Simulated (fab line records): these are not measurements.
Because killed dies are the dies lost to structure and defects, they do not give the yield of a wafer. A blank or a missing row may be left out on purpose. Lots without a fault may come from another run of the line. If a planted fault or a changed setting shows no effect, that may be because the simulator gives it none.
fab line records	flow n5Finfet
record lots=7	wafers=19	lastDay=17
route steps=1938 shown BEOL_M4@1071 PASSIVATION@1936
lots untouched by any fault: they come from a run of this same line in which no faults occurred
startH: the number of hours between the record's first day and the start of the first shown wafer of the lot	waitH: hours from the lot's prior step to this one	" as in the row above	L1.1+2: several wafers, shown together as one row	- either no value or no given start	* or withheld: withheld	< > ~ a bound
route shown NAME@n: a module of which the file shows steps, and the number in the route of the first	usual: mean and standard deviation over wafers with no fault	same: alike in all rows	chamber/n: place in a boat	sites: the reading at each site	_std_site: how widely they spread, as a standard deviation	_edge_site: mean of outer sites minus mean of inner sites	radiusMm: for every site, how far away it sits from the centre of the wafer	mask NAME#n: copy n	behind: the last tool/chamber to shape the wafer	hold: reason for holding the lot/hours on hold/outcome of the hold	device: transistor that didn't switch, given as n, p or np	end of line: at the end of the route, the tests of the same wafers	a step with no rows: only its recipe	killed: not the wafer's yield, but the dies lost to structure and defects at the first sort	map: the dies of a wafer, with x for killed, . for not killed, _ for no die there
set.NAME: setting as actually run; set.NAME@STEP: the setting as run at that earlier step	model.NAME: the simulator's own value behind a step, which no gauge read
lots at selected steps of the route; one table per step, one row per wafer
services: a tool's chamber out of use, with start hour (startH, from the record's first day; less than 0 if before it), hours out, and reason
## steps
# step N5_BEOL_M4_ETCH_41
# recipe chemistry=CH3F/O2	target=SiCN	targetDepthA=299	taperDeg=2	timeS=52.5	ionEnergyEv=120	maskMaterial=TiN	pressureMtorr=30	sourceW=395	biasW=75	Ar_flow_sccm=150	CH3F_flow_sccm=30	O2_flow_sccm=20
# usual drypumpMotorCurrentA=5.9/0.6	oesProductAu=0.79/0.085	rfVppV=297.8/1.8	showerheadPlenumPTorr=2.03/0.079	throttleValvePct=16.27/0.19
lot.wafer	tool	chamber	startH	waitH	drypumpMotorCurrentA	oesProductAu	rfHoursCounterH	rfVppV	showerheadPlenumPTorr	throttleValvePct
L536.3	rieDiel-01	3	-	-	5.1	0.84	56	296.1	1.97	16.11
L536.4	"	0	"	"	6.8	0.73	173	298.8	2.01	16.47
L536.6	"	2	"	"	4.9	0.71	-	296.1	1.90	16.34
L537.2	rieDiel-02	3	-	-	6.0	0.90	40	299.9	2.13	16.38
L537.3	"	0	"	"	6.3	0.71	213	296.9	2.06	16.05
L537.5	"	2	"	"	5.7	0.81	-	297.3	2.00	16.22
L540.1	rieDiel-01	3	-	-	5.1	0.83	63	296.0	1.96	16.11
L540.3	"	1	"	"	6.1	0.81	104	299.1	2.10	16.30
L540.4	"	2	"	"	4.9	0.70	204	295.9	1.90	16.35
L539.2	rieDiel-05	2	-	-	5.6	0.69	206	298.7	2.08	16.62
L539.5	"	2	"	"	5.6	0.69	-	298.2	2.08	16.61
L539.6	"	1	"	"	6.5	0.69	-	297.0	1.97	16.02
L551.2	rieDiel-01	0	-	-	6.8	0.70	202	297.7	2.00	16.56
L551.3	"	1	"	"	6.1	0.78	127	297.1	2.10	16.35
L550.2	rieDiel-02	3	-	-	6.0	0.88	64	300.1	2.13	16.42
L550.3	"	1	"	"	6.5	0.87	53	301.1	2.11	15.97
L550.4	"	2	"	"	5.7	0.78	119	298.6	2.00	16.28
L553.1	rieDiel-01	2	-	-	4.9	0.69	229	295.7	1.89	16.40
L553.3	"	1	"	"	6.2	0.80	135	299.4	2.09	16.35
# step N5_BEOL_M4_STRIP_97
# recipe chemistry=N2/H2	timeS=10	powerW=450	tempC=40	pressureMtorr=20	rfFrequencyHz=6e+07	biasPowerW=7	n2FlowSccm=200	h2FlowSccm=200
# usual drypumpMotorCurrentA=5.9/0.6	h2FlowSccm=200.0/0.6	oesProductAu=0.79/0.086	rfVppV=59.3/0.88	showerheadPlenumPTorr=2.57/0.098	throttleValvePct=23.6/0.31
lot.wafer	tool	chamber	startH	waitH	drypumpMotorCurrentA	h2FlowSccm	oesProductAu	rfHoursCounterH	rfVppV	showerheadPlenumPTorr	throttleValvePct
L536.3	rieDiel-01	3	-	-	5.1	199.9	0.84	56	59.6	2.48	23.2
L536.4	"	0	"	"	6.8	200.8	0.72	173	57.4	2.52	23.5
L536.6	"	2	"	"	4.9	200.0	0.71	-	58.3	2.42	23.8
L537.2	rieDiel-02	3	-	-	6.0	200.2	0.91	40	58.9	2.68	23.4
L537.3	"	0	"	"	6.2	199.4	0.71	213	59.2	2.61	23.3
L537.5	"	2	"	"	5.7	199.6	0.81	-	59.6	2.57	24.1
L540.1	rieDiel-01	3	-	-	5.1	199.8	0.82	63	58.4	2.48	23.2
L540.3	"	1	"	"	6.2	199.9	0.80	105	60.3	2.67	23.9
L540.4	"	2	"	"	4.9	201.2	0.70	204	59.7	2.42	23.8
L539.2	rieDiel-05	2	-	-	5.5	199.8	0.70	206	62.2	2.62	24.1
L539.5	"	2	"	"	5.6	198.5	0.71	-	58.8	2.62	24.1
L539.6	"	1	"	"	6.5	199.7	0.70	-	59.6	2.52	23.3
L551.2	rieDiel-01	0	-	-	6.8	199.6	0.71	202	59.7	2.50	23.6
L551.3	"	1	"	"	6.1	201.2	0.78	127	58.5	2.66	24.0
L550.2	rieDiel-02	3	-	-	6.0	199.2	0.88	64	59.5	2.67	23.5
L550.3	"	1	"	"	6.5	200.3	0.87	53	60.1	2.69	23.3
L550.4	"	2	"	"	5.6	199.5	0.78	119	60.0	2.56	24.1
L553.1	rieDiel-01	2	-	-	4.9	199.0	0.69	229	60.1	2.41	23.8
L553.3	"	1	"	"	6.2	200.2	0.79	135	59.8	2.66	24.0
# step N5_BEOL_M4_OCD_MEAS_38
# usual trenchDepthNm=55.6/1.1
lot.wafer	tool	chamber	startH	waitH	trenchDepthNm
L536.3	ocd-01	-	194.62	-	56.4
L536.4	"	-	"	"	54.1
L536.6	"	-	"	"	54.9
L537.2	ocd-02	-	202.44	-	56.0
L537.3	"	-	"	"	55.6
L537.5	"	-	"	"	55.3
L540.1	ocd-01	-	212.49	-	57.0
L540.3	"	-	"	"	57.6
L540.4	"	-	"	"	55.5
L539.2	ocd-02	-	224.97	-	54.0
L539.5	"	-	"	"	54.1
L539.6	"	-	"	"	54.3
L551.2	ocd-01	-	276.77	-	53.5
L551.3	"	-	"	"	57.4
L550.2	ocd-01	-	276.89	-	56.9
L550.3	"	-	"	"	56.2
L550.4	"	-	"	"	55.7
L553.1	ocd-01	-	296.43	-	54.7
L553.3	"	-	"	"	57.4
# step N5_BEOL_M4_HM_STRIP_39
# recipe chemistry=peroxideTinStrip	material=TiN	targetDepthA=250	tempC=50	timeS=158
# step N5_BEOL_M4_SRD_40
# recipe timeS=30	tempC=23	rinseLiquid=diw	dry=ipaMarangoni
# step N5_BEOL_M4_PRECLEAN_42
# recipe chemistry=residueRemover	timeS=60	tempC=40
# step N5_BEOL_M4_SRD_43
# recipe timeS=30	tempC=23	rinseLiquid=diw	dry=ipaMarangoni
# step N5_BEOL_M4_CD_MEAS_35
# recipe targetCdNm=18	targetCdYNm=22.4	polarity=opening
# usual cdNm=18.0/0.33
lot.wafer	tool	chamber	startH	waitH	cdNm
L536.3	cdSem-03	-	194.78	0.0	17.8
L536.4	"	-	"	"	17.5
L536.6	"	-	"	"	18.1
L537.2	cdSem-01	-	202.60	0.0	17.1
L537.3	"	-	"	"	17.7
L537.5	"	-	"	"	17.9
L540.1	cdSem-01	-	212.64	0.0	18.2
L540.3	"	-	"	"	17.8
L540.4	"	-	"	"	17.8
L539.2	cdSem-03	-	225.12	0.0	17.9
L539.5	"	-	"	"	18.7
L539.6	"	-	"	"	18.1
L551.2	cdSem-02	-	276.92	0.0	18.2
L551.3	"	-	"	"	18.0
L550.2	cdSem-03	-	277.08	0.0	17.5
L550.3	"	-	"	"	17.6
L550.4	"	-	"	"	17.9
L553.1	cdSem-01	-	296.58	0.0	18.1
L553.3	"	-	"	"	17.5
# step N5_BEOL_M4_DEGAS_44
# recipe ambient=vacuum	tempC=250	timeS=60
# usual heaterPowerW=330/37	susceptorTempC=250.02/0.18
lot.wafer	tool	chamber	startH	waitH	heaterPowerW	susceptorTempC
L536.3	pvdSputter-02	-	195.01	0.2	350	250.18
L536.4	"	-	"	"	303	249.79
L536.6	"	-	"	"	343	250.41
L537.2	pvdSputter-01	-	202.78	0.2	411	249.86
L537.3	"	-	"	"	326	250.08
L537.5	"	-	"	"	423	249.92
L540.1	pvdSputter-03	-	213.02	0.4	344	250.18
L540.3	"	-	"	"	291	249.98
L540.4	"	-	"	"	314	249.81
L539.2	pvdSputter-01	-	225.51	0.4	343	249.92
L539.5	"	-	"	"	339	249.82
L539.6	"	-	"	"	424	250.36
L551.2	pvdSputter-01	-	277.29	0.4	341	249.77
L551.3	"	-	"	"	350	250.01
L550.2	pvdSputter-02	-	277.38	0.3	335	249.93
L550.3	"	-	"	"	337	250.04
L550.4	"	-	"	"	290	250.07
L553.1	pvdSputter-03	-	296.88	0.3	316	250.14
L553.3	"	-	"	"	349	250.19
# step N5_BEOL_M4_PRE_CLEAN_45
# recipe gas=H2/He	timeS=30	tempC=250
# usual heaterPowerW=331/37	susceptorTempC=249.97/0.17
lot.wafer	tool	chamber	startH	waitH	heaterPowerW	susceptorTempC
L536.3	pvdSputter-02	-	195.05	0.0	347	249.79
L536.4	"	-	"	"	295	249.70
L536.6	"	-	"	"	342	250.03
L537.2	pvdSputter-01	-	202.82	0.0	415	249.75
L537.3	"	-	"	"	323	250.14
L537.5	"	-	"	"	408	249.81
L540.1	pvdSputter-03	-	213.06	0.0	350	249.86
L540.3	"	-	"	"	303	250.03
L540.4	"	-	"	"	313	249.87
L539.2	pvdSputter-01	-	225.56	0.0	354	249.84
L539.5	"	-	"	"	345	249.98
L539.6	"	-	"	"	414	250.11
L551.2	pvdSputter-01	-	277.33	0.0	336	250.38
L551.3	"	-	"	"	350	250.23
L550.2	pvdSputter-02	-	277.42	0.0	339	249.77
L550.3	"	-	"	"	343	250.06
L550.4	"	-	"	"	290	250.19
L553.1	pvdSputter-03	-	296.92	0.0	319	249.93
L553.3	"	-	"	"	358	250.20
# step N5_BEOL_M4_ALD_84
# recipe material=TaN	targetThkA=*	tempC=275	aldPrecursorFamily=PDMAT	aldCoReactant=NH3	pressureTorr=3	carrierFlowSccm=1500	pulseTimeS=2	purgeTimeS=3	coReactantPurgeTimeS=2	coReactantPulseTimeS=3	aldCycles=30	precursorVesselTempC=75	precursorVesselPressureTorr=26.25	precursorVesselCarrierSccm=1000
# step N5_BEOL_M4_SURFACE_TREAT_85
# recipe gas=Ar	timeS=*	ionEnergyEv=*	ionCurrentMaCm2=0.5	pressureMtorr=*	arFlowSccm=30
# usual throttleValvePct=*
lot.wafer	tool	chamber	startH	waitH	throttleValvePct
L536.3	pvdSputter-03	-	197.05	1.8	*
L536.4	"	-	"	"	*
L536.6	"	-	"	"	*
L537.2	pvdSputter-02	-	203.21	0.2	*
L537.3	"	-	"	"	*
L537.5	"	-	"	"	*
L540.1	pvdSputter-02	-	213.52	0.3	*
L540.3	"	-	"	"	*
L540.4	"	-	"	"	*
L539.2	pvdSputter-01	-	226.23	0.3	*
L539.5	"	-	"	"	*
L539.6	"	-	"	"	*
L551.2	pvdSputter-03	-	277.83	0.1	*
L551.3	"	-	"	"	*
L550.2	pvdSputter-03	-	277.99	0.2	*
L550.3	"	-	"	"	*
L550.4	"	-	"	"	*
L553.1	pvdSputter-03	-	297.28	0.1	*
L553.3	"	-	"	"	*
# step N5_BEOL_M4_CVD_47
# recipe material=Co	targetThkA=30	tempC=withheld	precursor=CCTBA/H2	pressureTorr=30	timeS=223.8
# usual runLengthS=246.7/0.7
lot.wafer	tool	chamber	startH	waitH	runLengthS	sinceWetCleanH
L536.3	cvdCo-02	2	197.34	0.3	247.3	484
L536.4	"	0	"	"	247.9	-
L536.6	"	2	"	"	247.2	-
L537.2	cvdCo-01	1	203.34	0.1	246.9	1182
L537.3	"	1	"	"	247.0	-
L537.5	"	1	"	"	247.0	-
L540.1	cvdCo-02	0	213.65	0.1	248.3	974
L540.3	"	1	"	"	245.7	77
L540.4	"	1	"	"	246.6	-
L539.2	cvdCo-01	0	226.32	0.1	246.7	768
L539.5	"	0	"	"	246.9	-
L539.6	"	2	"	"	245.7	-
L551.2	cvdCo-01	0	277.97	0.1	247.6	819
L551.3	"	2	"	"	187.4	360
L550.2	cvdCo-01	2	278.11	0.1	246.4	360
L550.3	"	0	"	"	187.9	819
L550.4	"	1	"	"	246.8	-
L553.1	cvdCo-01	0	297.34	0.0	246.8	839
L553.3	"	1	"	"	188.4	1276
# step N5_BEOL_M4_SPUTTER_48
# recipe material=Cu	targetThkA=45	tempC=-20	chamberPressurePa=0.07	powerW=withheld	timeS=8.29
# step N5_BEOL_M4_RC_MEAS_101
# usual DIBL_N=36.3/1.8	DIBL_P=36.5/2.1	IOFF_N=0.16/0.031	IOFF_P=0.22/0.038	ION_N=677/12	ION_P=466/7.8	SS_N=71.5/0.61	SS_P=73.2/0.7	VT_N=249/3	VT_P=-248.9/3
lot.wafer	tool	chamber	startH	waitH	DIBL_N[mV/V]	DIBL_P[mV/V]	IOFF_N[nA/um]	IOFF_P[nA/um]	ION_N[uA/um]	ION_P[uA/um]	SS_N[mV/dec]	SS_P[mV/dec]	VT_N[mV]	VT_P[mV]
L536.3	prober-02	0	201.48	1.1	38.6	39.4	0.19	0.24	676	460	72.7	73.6	246	-248.4
L536.4	"	0	"	"	34.9	34.6	0.12	0.17	667	461	72.1	72.9	255	-252.3
L536.6	"	0	"	"	39.2	39.7	0.21	0.24	674	455	72.3	74.1	249	-247.5
L537.2	prober-02	0	207.22	0.2	35.4	34.5	0.15	0.20	692	476	70.6	73.4	250	-248.2
L537.3	"	0	"	"	36.9	36.3	0.17	0.23	693	473	71.0	72.9	249	-246.7
L537.5	"	0	"	"	36.6	36.1	0.16	0.22	697	473	71.6	73.3	251	-246.8
L540.1	prober-02	0	216.87	0.0	37.0	39.4	0.22	0.31	692	484	71.1	73.6	242	-241.3
L540.3	"	0	"	"	37.5	40.0	0.22	0.31	707	490	71.5	73.4	241	-240.8
L540.4	"	0	"	"	36.3	38.1	0.19	0.28	680	473	71.8	73.4	246	-241.1
L539.2	prober-01	0	229.85	0.2	37.1	36.9	0.16	0.22	669	460	72.0	73.5	251	-249.3
L539.5	"	0	"	"	34.6	33.6	0.13	0.17	677	467	71.5	72.5	252	-251.9
L539.6	"	0	"	"	38.5	37.9	0.19	0.25	669	463	72.2	73.8	246	-248.2
L551.2	prober-02	0	281.27	0.2	34.6	35.3	0.15	0.20	673	465	71.3	72.4	249	-251.3
L551.3	"	0	"	"	35.9	36.2	0.16	0.21	670	459	71.9	72.8	251	-249.7
L550.2	prober-01	0	281.80	0.2	37.6	36.4	0.19	0.24	674	467	70.9	73.4	247	-246.8
L550.3	"	0	"	"	37.2	36.3	0.18	0.24	689	471	71.5	72.4	249	-247.9
L550.4	"	0	"	"	36.9	36.1	0.17	0.25	687	482	71.7	72.9	247	-246.1
L553.1	prober-02	0	300.42	0.0	35.6	35.4	0.16	0.23	679	464	71.0	73.6	249	-247.2
L553.3	"	0	"	"	33.9	34.9	0.15	0.21	683	468	70.3	72.7	249	-247.9
# step N5_PASSIVATION_PROBE_49
# usual defectLimitedYield=91.2/1.5	killed_at_M0_to_M3=33/9.6	killed_at_M4_up=14/5.6	killedAtContacts=14/5.5	killedAtFrontEnd=40/13	killedAtOther=4/3	killedDies=104/17	killedOpen=68/13	killedShort=33/7.2	sort_bin_5_function=5.2/0.95	sort_bin_6_memory=3.3/0.62	sortNPass=1076/17	sortYieldPct=91.2/1.5
# same grossDies=1180	killedAtBackSide=0	sort_bin_4_leakage[%]=0	sort_bin_8_speed[%]=0
lot.wafer	tool	chamber	startH	waitH	defectLimitedYield[%]	killed_at_M0_to_M3	killed_at_M4_up	killedAtContacts	killedAtFrontEnd	killedAtOther	killedDies	killedOpen	killedShort	sort_bin_5_function[%]	sort_bin_6_memory[%]	sortNPass	sortYieldPct[%]
L537.2	prober-01	-	315.13	0.1	88.6	31	15	19	66	4	135	88	44	7.2	3.9	1045	88.6
L537.3	prober-01	-	315.18	0.1	87.9	47	14	2	75	5	143	94	46	6.1	5.4	1037	87.9
L537.5	prober-01	-	315.28	0.2	89.6	44	11	17	48	3	123	84	35	6.4	3.5	1057	89.6
L540.1	prober-01	-	322.49	0.0	90.6	46	11	25	28	1	111	67	41	4.7	4.1	1069	90.6
L540.3	prober-01	-	322.59	0.1	92.2	26	10	21	32	3	92	63	29	5.1	2.5	1088	92.2
L540.4	prober-01	-	322.64	0.2	91.0	32	14	26	34	0	106	70	31	4.2	3.8	1074	91.0
L539.2	prober-02	-	337.09	0.1	89.7	28	28	13	41	11	121	71	44	5.7	4.2	1059	89.7
L539.5	prober-02	-	337.24	0.2	91.3	41	12	8	41	1	103	58	43	4.7	3.8	1077	91.3
L539.6	prober-02	-	337.29	0.3	88.7	42	17	10	60	4	133	89	38	6.9	3.3	1047	88.7
L551.2	prober-01	-	393.89	0.1	91.5	43	16	9	32	0	100	71	29	4.9	3.4	1080	91.5
L551.3	prober-01	-	393.94	0.1	91.0	34	25	15	31	1	106	63	42	5.1	3.9	1074	91.0
L550.2	prober-02	-	397.79	0.1	90.8	29	17	8	51	3	108	71	36	5.5	3.3	1072	90.8
L550.3	prober-02	-	397.84	0.1	89.2	35	14	17	56	5	127	81	42	6.5	3.6	1053	89.2
L550.4	prober-02	-	397.89	0.2	89.4	39	16	14	53	3	125	89	29	5.6	4.3	1055	89.4
L553.1	prober-02	-	409.49	0.0	87.6	39	20	27	57	3	146	97	46	7.3	4.6	1034	87.6
L553.3	prober-02	-	409.59	0.1	91.5	36	14	24	24	2	100	72	27	4.8	3.6	1080	91.5
# killed by level:class
L537.2 STI_FIN_REVEAL:geometricParticle:open=23 MOL_CONTACT_COAG:geometricParticle:open=15 FIN_SAQP:geometricParticle:short=13 FIN_SAQP:geometricParticle:open=9 BEOL_M0_SAQP:geometricParticle:open=9 BEOL_M1:geometricParticle:open=6 STI_FIN_REVEAL:geometricParticle:short=6 DUMMY_GATE:geometricParticle:open=5
L537.3 STI_FIN_REVEAL:geometricParticle:open=19 FIN_SAQP:geometricParticle:open=16 FIN_SAQP:geometricParticle:short=12 BEOL_M0_SAQP:geometricParticle:short=9 BEOL_M0_SAQP:geometricParticle:open=8 BEOL_M3:geometricParticle:open=8 DUMMY_GATE:geometricParticle:open=7 BEOL_M1:geometricParticle:open=7
L537.5 MOL_CONTACT_COAG:geometricParticle:open=13 BEOL_M1:geometricParticle:open=13 STI_FIN_REVEAL:geometricParticle:open=11 BEOL_M2:geometricParticle:open=11 DUMMY_GATE:geometricParticle:open=8 FIN_SAQP:geometricParticle:short=7 FIN_SAQP:geometricParticle:open=6 BEOL_M1:geometricParticle:short=4
L540.1 MOL_CONTACT_COAG:geometricParticle:open=17 BEOL_M0_SAQP:geometricParticle:short=12 BEOL_M2:geometricParticle:open=10 BEOL_M0_SAQP:geometricParticle:open=9 MOL_CONTACT_COAG:geometricParticle:short=8 STI_FIN_REVEAL:geometricParticle:open=4 STARTING-WAFER:geometricParticle:short=4 FIN_SAQP:geometricParticle:open=3
L540.3 MOL_CONTACT_COAG:geometricParticle:open=18 STI_FIN_REVEAL:geometricParticle:open=9 BEOL_M2:geometricParticle:open=7 BEOL_M3:geometricParticle:open=6 FIN_SAQP:geometricParticle:short=5 BEOL_M0_SAQP:geometricParticle:open=5 GATE_CUT:geometricParticle:short=4 STARTING-WAFER:geometricParticle:open=4
L540.4 MOL_CONTACT_COAG:geometricParticle:open=18 BEOL_M2:geometricParticle:open=11 MOL_CONTACT_COAG:geometricParticle:short=8 BEOL_M4:geometricParticle:open=8 BEOL_M0_SAQP:geometricParticle:short=7 STI_FIN_REVEAL:geometricParticle:open=6 DUMMY_GATE:geometricParticle:open=5 BEOL_M3:geometricParticle:open=5
L539.2 BEOL_M4:geometricParticle:open=12 BEOL_M2:geometricParticle:open=11 MOL_CONTACT_COAG:geometricParticle:open=10 FIN_SAQP:geometricParticle:open=8 FIN_SAQP:geometricParticle:short=7 BEOL_M2:geometricParticle:short=6 BEOL_M8:geometricParticle:open=4 BEOL_M1:geometricParticle:open=4
L539.5 BEOL_M2:geometricParticle:open=12 FIN_SAQP:geometricParticle:short=11 BEOL_M0_SAQP:geometricParticle:short=9 GATE_CUT:geometricParticle:short=6 GATE_CUT:geometricParticle:open=6 MOL_CONTACT_COAG:geometricParticle:open=6 BEOL_M0_SAQP:geometricParticle:open=6 BEOL_M4:geometricParticle:open=6
L539.6 FIN_SAQP:geometricParticle:open=14 BEOL_M2:geometricParticle:open=12 BEOL_M4:geometricParticle:open=10 MOL_CONTACT_COAG:geometricParticle:open=9 BEOL_M0_SAQP:geometricParticle:short=8 GATE_CUT:geometricParticle:short=6 BEOL_M0_SAQP:geometricParticle:open=6 STARTING-WAFER:geometricParticle:open=6
L551.2 BEOL_M0_SAQP:geometricParticle:open=12 BEOL_M4:geometricParticle:open=11 BEOL_M2:geometricParticle:open=9 MOL_CONTACT_COAG:geometricParticle:open=8 BEOL_M0_SAQP:geometricParticle:short=7 BEOL_M3:geometricParticle:open=6 FIN_SAQP:geometricParticle:short=5 STI_FIN_REVEAL:geometricParticle:open=5
L551.3 BEOL_M0_SAQP:geometricParticle:short=15 BEOL_M4:geometricParticle:open=11 MOL_CONTACT_COAG:geometricParticle:open=10 FIN_SAQP:geometricParticle:open=9 BEOL_M0_SAQP:geometricParticle:open=9 MOL_CONTACT_COAG:geometricParticle:short=5 GATE_CUT:geometricParticle:short=4 FIN_SAQP:geometricParticle:short=3
L550.2 FIN_SAQP:geometricParticle:open=17 STI_FIN_REVEAL:geometricParticle:open=11 FIN_SAQP:geometricParticle:short=9 BEOL_M0_SAQP:geometricParticle:open=9 MOL_CONTACT_COAG:geometricParticle:open=8 BEOL_M3:geometricParticle:open=6 BEOL_M0_SAQP:geometricParticle:short=6 BEOL_M4:geometricParticle:short=6
L550.3 FIN_SAQP:geometricParticle:open=20 MOL_CONTACT_COAG:geometricParticle:open=15 FIN_SAQP:geometricParticle:short=13 BEOL_M2:geometricParticle:open=11 BEOL_M0_SAQP:geometricParticle:short=11 BEOL_M4:geometricParticle:open=8 DUMMY_GATE:geometricParticle:open=6 GATE_CUT:geometricParticle:short=6
L550.4 STI_FIN_REVEAL:geometricParticle:open=22 MOL_CONTACT_COAG:geometricParticle:open=12 BEOL_M0_SAQP:geometricParticle:open=12 FIN_SAQP:geometricParticle:open=8 BEOL_M1:geometricParticle:open=8 FIN_SAQP:geometricParticle:short=7 BEOL_M2:geometricParticle:open=6 BEOL_M0_SAQP:geometricParticle:short=4
L553.1 STI_FIN_REVEAL:geometricParticle:open=22 MOL_CONTACT_COAG:geometricParticle:open=20 FIN_SAQP:geometricParticle:open=11 BEOL_M2:geometricParticle:open=10 BEOL_M3:geometricParticle:open=9 MOL_CONTACT_COAG:geometricParticle:short=7 BEOL_M4:geometricParticle:short=6 BEOL_M4:geometricParticle:open=6
L553.3 MOL_CONTACT_COAG:geometricParticle:open=20 BEOL_M2:geometricParticle:open=11 BEOL_M3:geometricParticle:open=10 STI_FIN_REVEAL:geometricParticle:open=6 BEOL_M4:geometricParticle:open=6 FIN_SAQP:geometricParticle:short=5 DUMMY_GATE:geometricParticle:open=5 BEOL_M0_SAQP:geometricParticle:short=5
## services
tool	chamber	startH	hours	kind
rieDiel-01	1	200.33	1.6	repair
cvdCo-01	0	201.83	16.8	repair
rieDiel-05	0	203.00	-	clean
rieDiel-05	0	203.00	-	consumableReplace:focusRing
rieDiel-05	0	203.00	22.6	scheduledDown
rieDiel-05	0	203.00	22.6	ventCycle
cvdCo-02	-	214.67	0.5	repair
rieDiel-05	3	226.02	-	clean
rieDiel-05	3	226.02	-	consumableReplace:focusRing
rieDiel-05	3	226.02	-	consumableReplace:showerhead
rieDiel-05	3	226.02	24.8	scheduledDown
rieDiel-05	3	226.02	24.8	ventCycle
rieDiel-05	2	248.35	14.3	repair
rieDiel-01	2	252.54	8.2	repair
rieDiel-05	1	297.02	-	clean
rieDiel-05	1	297.02	-	consumableReplace:focusRing
rieDiel-05	1	297.02	22.1	scheduledDown
rieDiel-05	1	297.02	22.1	ventCycle
## key
firstSign step=N5_BEOL_M4_CVD_47	reading=runLengthS	direction=down	sigmas=84	usual=*	struck=*
effect none on later readings
metAt N5_BEOL_M4_CVD_47
struckWafers L550.3,L551.3,L553.3
onsetBetween 226.32 277.97
fault kind=processParameterDrift	tool=cvdCo-01	chamber=-	onsetH=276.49	steps=N5_BEOL_M4_CVD_47	channel=timeS	offset=*	shape=step	endH=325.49	scope=struckWafersOnly	actsIn=*	stated=*
